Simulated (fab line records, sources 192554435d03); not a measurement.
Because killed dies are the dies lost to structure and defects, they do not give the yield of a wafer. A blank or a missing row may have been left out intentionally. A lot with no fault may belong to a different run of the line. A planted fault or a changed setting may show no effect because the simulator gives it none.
Which tool was responsible?	flow n5Finfet	72 wafers from 24 lots sampled at 2 of the route's 1938 steps

WHAT THE GAUGES READ, wafer by wafer
N5_BEOL_M10_OVL_MEAS_12.
lot	measured	on	M10_OVL (nm)
L074	day 9 21:57	overlay-02	-0.6 -0.8 0.2
L075	day 10 15:50	overlay-02	-0.3 0.1 -0.8
L077	day 10 16:35	overlay-01	-0.5 -0.6 1.7
L078	day 10 19:24	overlay-01	0.4 0.9 1.2
L076	day 10 20:07	overlay-02	-1.1 -0.3 -1.6
L081	day 11 06:18	overlay-01	0.7 0.7 -1.1
L079	day 11 07:38	overlay-02	0.9 0.9 1.7
L080	day 11 17:33	overlay-02	0.1 0.4 0.7
L082	day 11 22:07	overlay-01	-0.2 0.8 0.3
L083	day 12 07:00	overlay-02	0.8 1.1 1.7
L084	day 13 03:52	overlay-01	-1.8 -0.2 -1.6
L088	day 13 07:11	overlay-01	0.9 0.4 -0.2
L085	day 13 07:47	overlay-01	-0.2 -1.0 -0.9
L086	day 13 12:10	overlay-02	0.2 -0.3 -0.6
L087	day 13 22:04	overlay-01	-0.3 -0.6 -0.7
L089	day 14 07:06	overlay-02	0.7 -1.0 -1.1
L090	day 14 08:37	overlay-01	0.4 -0.6 -1.3
L092	day 14 08:51	overlay-01	0.2 0.9 1.6
L091	day 14 09:59	overlay-01	0.0 -0.2 0.6
L093	day 14 16:37	overlay-02	-0.4 -0.4 -0.7
L094	day 15 13:02	overlay-01	-0.6 -0.4 -0.9
L097	day 15 13:26	overlay-01	0.9 0.9 -0.1
L096	day 15 17:22	overlay-01	0.3 -0.3 0.6
L095	day 15 17:45	overlay-02	0.1 0.0 0.5

N5_BEOL_M10_CD_MEAS_28: target cd 70 nm.
lot	measured	on	cdNm (nm)
L074	day 9 22:52	cdSem-03	71.1 70.4 71.5
L075	day 10 17:36	cdSem-03	69.9 70.8 69.2
L077	day 10 17:38	cdSem-01	70.3 69.6 70.6
L078	day 10 20:49	cdSem-03	69.8 71.9 70.8
L076	day 10 21:05	cdSem-01	71.2 72.5 72.2
L081	day 11 07:22	cdSem-03	69.7 68.6 68.0
L079	day 11 08:54	cdSem-01	67.2 68.9 69.5
L080	day 11 19:01	cdSem-02	69.6 68.4 68.7
L082	day 11 23:02	cdSem-01	72.4 71.4 70.2
L083	day 12 10:28	cdSem-02	69.6 68.7 67.7
L084	day 13 05:29	cdSem-01	69.1 67.7 66.7
L088	day 13 08:47	cdSem-03	68.4 67.5 69.1
L085	day 13 08:57	cdSem-01	70.6 71.0 68.7
L086	day 13 13:59	cdSem-03	68.8 68.0 67.9
L087	day 14 01:04	cdSem-02	67.2 68.6 69.2
L089	day 14 07:55	cdSem-02	68.1 71.7 70.3
L090	day 14 11:05	cdSem-03	70.8 68.0 67.5
L092	day 14 11:08	cdSem-01	72.1 69.5 70.7
L091	day 14 11:11	cdSem-02	69.4 71.2 70.3
L093	day 14 18:14	cdSem-03	70.9 70.6 70.9
L094	day 15 13:54	cdSem-01	67.0 67.9 67.8
L097	day 15 14:58	cdSem-03	72.5 72.2 70.1
L096	day 15 18:35	cdSem-03	72.1 71.5 70.0
L095	day 15 18:56	cdSem-02	71.1 69.8 70.6

WHAT TOOL EACH LOT RAN ON (gives the tool, then ch and the chambers of the sampled wafers, and finally the start)
Before these readings, the record contains no process step.

AS READ BY THE TOOLS THEMSELVES (means over the sampled wafers that have a number; for cases with no such wafer, the mark the record gives instead)
The record holds no such reading with a usual standard deviation.

THE ANSWER, worked out from the rows above alone
Rule: what is usual is taken from the lots themselves. The widest of any qualifying gaps counts: lots, ordered by their means at a reading, are off when they make up no more than a third of the lots, leave a main group of 4 or more, and stand apart from it by 3 or more times the standard deviation of that group's means. The tables above print the reading to a certain number of digits; a main group whose means all agree to those digits is not used. Also off: a lot with no number at a reading for which 4 or more lots have one. Any other lot the step has rows for is counted as sound. Order of review: gauges by route order, followed by the tools' own readings, for which a lot's mean as printed above is used. The first step at which some lot is off is used, and at that step the reading that is off furthest; a lot without a number counts as furthest.
No lot is off on any of the readings shown, so nothing can be concluded from this.

WHAT THE SIMULATOR PUT IN
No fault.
